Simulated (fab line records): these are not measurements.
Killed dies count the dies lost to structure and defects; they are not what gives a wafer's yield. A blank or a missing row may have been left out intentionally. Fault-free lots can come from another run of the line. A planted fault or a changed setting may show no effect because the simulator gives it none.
Split-lot experiment :: flow n5 finfet :: route with 1938 steps; 7 lots, 21 wafers read

## SPLIT DETAILS
At N5_BEOL_M14_EXPOSE_25 (exposes mask M14, target cd 280 nm), the setting dose mj was moved away from the recipe's 26.6 on 5 of the 21 wafers read, by -7.1% to -2.7%. All remaining wafers had this setting at the recipe value.

## FROM THE SPLIT TO THE READING: what the file shows between them, 3 steps
- N5_BEOL_M14_PEB_26: peb time 90 s
- N5_BEOL_M14_DEVELOP_27: develop time 45 s
- N5_BEOL_M14_HARDBAKE_32: time 120 s

## THE READING
cd nm at N5_BEOL_M14_CD_MEAS_28, given in nm (cd target 284.4 nm). A value of 283.9 nm with a standard deviation of 2.6 nm is what fault-free wafers of this fab line usually give.

wafer: L077.3
tool, chamber at the split: krf scanner-01, 0
dose mj as run: 25.75
against the recipe: -3.2%
cd nm, nm: 280.3
against lot-mates on the recipe: -3.3

wafer: L077.5
tool, chamber at the split: krf scanner-01, 0
dose mj as run: 26.6
against the recipe: recipe
cd nm, nm: 283.2
against lot-mates on the recipe: -

wafer: L077.6
tool, chamber at the split: krf scanner-01, 0
dose mj as run: 26.6
against the recipe: recipe
cd nm, nm: 284.1
against lot-mates on the recipe: -

wafer: L079.4
tool, chamber at the split: krf scanner-01, 0
dose mj as run: 26.6
against the recipe: recipe
cd nm, nm: 281.5
against lot-mates on the recipe: -

wafer: L079.5
tool, chamber at the split: krf scanner-01, 0
dose mj as run: 26.6
against the recipe: recipe
cd nm, nm: 282.5
against lot-mates on the recipe: -

wafer: L079.6
tool, chamber at the split: krf scanner-01, 0
dose mj as run: 26.6
against the recipe: recipe
cd nm, nm: 282.6
against lot-mates on the recipe: -

wafer: L080.4
tool, chamber at the split: krf scanner-01, 0
dose mj as run: 26.6
against the recipe: recipe
cd nm, nm: 283.2
against lot-mates on the recipe: -

wafer: L080.5
tool, chamber at the split: krf scanner-01, 0
dose mj as run: 26.6
against the recipe: recipe
cd nm, nm: 284.4
against lot-mates on the recipe: -

wafer: L080.6
tool, chamber at the split: krf scanner-01, 0
dose mj as run: 26.6
against the recipe: recipe
cd nm, nm: 282.2
against lot-mates on the recipe: -

wafer: L084.2
tool, chamber at the split: krf scanner-02, 0
dose mj as run: 26.6
against the recipe: recipe
cd nm, nm: 281.3
against lot-mates on the recipe: -

wafer: L084.3
tool, chamber at the split: krf scanner-02, 0
dose mj as run: 26.6
against the recipe: recipe
cd nm, nm: 281.7
against lot-mates on the recipe: -

wafer: L084.6
tool, chamber at the split: krf scanner-02, 0
dose mj as run: 26.6
against the recipe: recipe
cd nm, nm: 283.5
against lot-mates on the recipe: -

wafer: L085.2
tool, chamber at the split: krf scanner-01, 0
dose mj as run: 26.6
against the recipe: recipe
cd nm, nm: 287.1
against lot-mates on the recipe: -

wafer: L085.3
tool, chamber at the split: krf scanner-01, 0
dose mj as run: 24.7
against the recipe: -7.1%
cd nm, nm: 275.8
against lot-mates on the recipe: -11.3

wafer: L085.5
tool, chamber at the split: krf scanner-01, 0
dose mj as run: 24.7
against the recipe: -7.1%
cd nm, nm: 270.9
against lot-mates on the recipe: -16.2

wafer: L087.1
tool, chamber at the split: krf scanner-02, 0
dose mj as run: 25.87
against the recipe: -2.7%
cd nm, nm: 278.4
against lot-mates on the recipe: -4.7

wafer: L087.3
tool, chamber at the split: krf scanner-02, 0
dose mj as run: 25.87
against the recipe: -2.7%
cd nm, nm: 280.6
against lot-mates on the recipe: -2.5

wafer: L087.6
tool, chamber at the split: krf scanner-02, 0
dose mj as run: 26.6
against the recipe: recipe
cd nm, nm: 283.1
against lot-mates on the recipe: -

wafer: L097.1
tool, chamber at the split: krf scanner-01, 0
dose mj as run: 26.6
against the recipe: recipe
cd nm, nm: 282.8
against lot-mates on the recipe: -

wafer: L097.3
tool, chamber at the split: krf scanner-01, 0
dose mj as run: 26.6
against the recipe: recipe
cd nm, nm: 281.0
against lot-mates on the recipe: -

wafer: L097.5
tool, chamber at the split: krf scanner-01, 0
dose mj as run: 26.6
against the recipe: recipe
cd nm, nm: 281.3
against lot-mates on the recipe: -

THE FIT
A straight line over all 21 wafers: cd nm changes by +1.28 nm for each +1% of dose mj; r = +0.87; the points scatter about the line by 1.7 nm.
The same after taking each lot's own level away (the mean of its wafers on the recipe; 21 wafers): +1.81 nm for each +1%; r = +0.95; scatter 1.3 nm.
According to that fit, moving dose mj by its largest amount changes the reading by 13 nm.
Across the lots, their own levels run from 281.70 to 287.10 nm, a range of 2.1 times the standard deviation given above.
Thus the slope moves with the lot-to-lot level: the two fits are different.
Check: -13.8 nm against its lot-mates is what the line predicts for one of the wafers moved furthest among these (-7.1%) when that wafer is left out of the fit. It came out at -11.3 nm against them.

## THE WHOLE CHAIN: every reading that the file lists as answering this split, in the file's order
step: N5_BEOL_M14_CD_MEAS_28
what it does: target cd 284.4 nm
reading: cd nm
change (the file's fit): +1.72 nm for each +1% of the setting
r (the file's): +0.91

step: N5_BEOL_M14_DESCUM_33
what it does: chemistry O2, time 7.9 s
reading: BEOL_M14.cd nm (the simulator's own value, which no gauge read)
change (the file's fit): +1.65 nm for each +1% of the setting
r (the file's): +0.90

step: N5_BEOL_M14_ETCH_67
what it does: etches SiARC in CF4, target depth 143 nm, time 238.3 s
reading: BEOL_M14.cd nm (the simulator's own value, which no gauge read)
change (the file's fit): +1.73 nm for each +1% of the setting
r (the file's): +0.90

## FILE'S OWN FIT
cd nm changes by +1.72 nm for each +1% of dose mj, r = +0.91.
